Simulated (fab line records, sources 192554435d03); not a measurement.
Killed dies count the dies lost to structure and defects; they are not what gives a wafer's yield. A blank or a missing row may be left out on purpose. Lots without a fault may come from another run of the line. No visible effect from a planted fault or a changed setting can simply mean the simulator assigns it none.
What tool caused it? + flow n5-finfet + Sampling: 7 lots, 17 wafers, 6 of 1938 route steps

== WHAT EACH GAUGE READ, for each wafer ==
N5_BEOL_M9_CD_MEAS_18: pitch 140 nm, target cd 70 nm.
| lot  | measured     | on        | cd-nm (nm)     |
|------|--------------|-----------|----------------|
| L500 | day 10 08:58 | cd-sem-03 | 69.5 70.0      |
| L502 | day 10 20:24 | cd-sem-02 | 70.2 70.7      |
| L504 | day 11 20:22 | cd-sem-03 | 70.3 70.3      |
| L506 | day 11 20:41 | cd-sem-02 | 70.6 70.5 70.9 |
| L507 | day 12 03:56 | cd-sem-02 | 70.2 70.2      |
| L513 | day 13 14:37 | cd-sem-02 | - - -          |
| L519 | day 15 13:09 | cd-sem-01 | 69.7 71.2 71.1 |

== TOOL THAT RAN EACH LOT (tool first, then ch and the chambers of the sampled wafers, then the start) ==
| lot  | N5_BEOL_M8_CMP_52             | N5_BEOL_M9_ILD_DEP_00           | N5_BEOL_M9_PECVD_70           | N5_BEOL_M9_ETCH_62                 | N5_BEOL_M9_HM_OPEN_17             |
|------|-------------------------------|---------------------------------|-------------------------------|------------------------------------|-----------------------------------|
| L500 | cmp-04 ch 0,1, day 10 05:38   | pecvd-04 ch 0,2, day 10 06:02   | pecvd-03 ch 0,2, day 10 06:40 | rie-diel-06 ch 1,3, day 10 08:35   | rie-metal-01 ch 1, day 10 08:47   |
| L502 | cmp-03 ch 0, day 10 17:17     | pecvd-02 ch 1,2, day 10 17:47   | pecvd-03 ch 0,1, day 10 18:54 | rie-diel-03 ch 1, day 10 20:02     | rie-metal-03 ch 0,1, day 10 20:14 |
| L504 | cmp-04 ch 0,1, day 11 16:34   | pecvd-04 ch 0,1, day 11 16:59   | pecvd-04 ch 1,2, day 11 17:36 | rie-diel-06 ch 0,2, day 11 19:59   | rie-metal-03 ch 0,1, day 11 20:11 |
| L506 | cmp-03 ch 0,2,3, day 11 18:11 | pecvd-04 ch 0,1,2, day 11 18:36 | pecvd-04 ch 0,2, day 11 19:14 | rie-diel-06 ch 0,1,2, day 11 20:18 | rie-metal-03 ch 0, day 11 20:29   |
| L507 | cmp-04 ch 3, day 12 01:23     | pecvd-04 ch 1, day 12 01:50     | pecvd-04 ch 0,1, day 12 02:28 | rie-diel-03 ch 2, day 12 03:34     | rie-metal-01 ch 0,1, day 12 03:46 |
| L513 | cmp-04 ch 0,2,3, day 13 11:40 | pecvd-03 ch 0,1,2, day 13 12:02 | pecvd-04 ch 1,2, day 13 12:40 | rie-diel-03 ch 0,2,3, day 13 14:11 | rie-metal-03 ch 0,1, day 13 14:22 |
| L519 | cmp-03 ch 1,3, day 15 10:01   | pecvd-02 ch 1,2, day 15 10:31   | pecvd-04 ch 0,2, day 15 11:11 | rie-diel-03 ch 0,1,3, day 15 12:46 | rie-metal-02 ch 0,1, day 15 12:58 |
- N5_BEOL_M8_CMP_52: polishes, stops on SiCOH lowk, t overpolish 6.9 s, target thk 80 nm.
- N5_BEOL_M9_ILD_DEP_00: deposits SiCOH lowk from DEMS/porogen, target thk 308.51 nm, time 58 s.
- N5_BEOL_M9_PECVD_70: deposits SiO2 from TEOS/O2, target thk 20 nm, time 22.7 s.
- N5_BEOL_M9_ETCH_62: etches SOC in N2/H2, target depth 110 nm, overetch 22 nm, time 165 s.
- N5_BEOL_M9_HM_OPEN_17: chemistry Cl2/BCl3, target TiN, target depth 20 nm, overetch 6 nm.

== THE ANSWER, worked out from the rows above alone ==
Rule: the usual values come from the lots themselves. The widest of any qualifying gaps counts: lots, ordered by their means at a reading, are off when they make up no more than a third of the lots, leave a main group of 4 or more, and stand apart from it by 3 or more times the standard deviation of that group's means. If all means in a main group match to the digits the tables above print for the reading, that group is not used. A lot without any number at a reading at which 4 lots or more have one is off too. Where the step has rows for the other lots, those lots are counted as sound.
Off: L513, at N5_BEOL_M9_CD_MEAS_18 (cd-nm). Without a number there: L513. Main group: mean 70.3 nm, sd 0.31.
A tool fits if, at a process step before that reading, it ran every lot that is off, and no sound lot after the first of them. Gauges at N5_BEOL_M9_CD_MEAS_18: tried the same way as those tools. Can't be told from this: 4 tools fit, cmp-04 at N5_BEOL_M8_CMP_52, pecvd-03 at N5_BEOL_M9_ILD_DEP_00, rie-metal-03 at N5_BEOL_M9_HM_OPEN_17, cd-sem-02 at N5_BEOL_M9_CD_MEAS_18.

== WHAT THE SIMULATOR HAD INSERTED ==
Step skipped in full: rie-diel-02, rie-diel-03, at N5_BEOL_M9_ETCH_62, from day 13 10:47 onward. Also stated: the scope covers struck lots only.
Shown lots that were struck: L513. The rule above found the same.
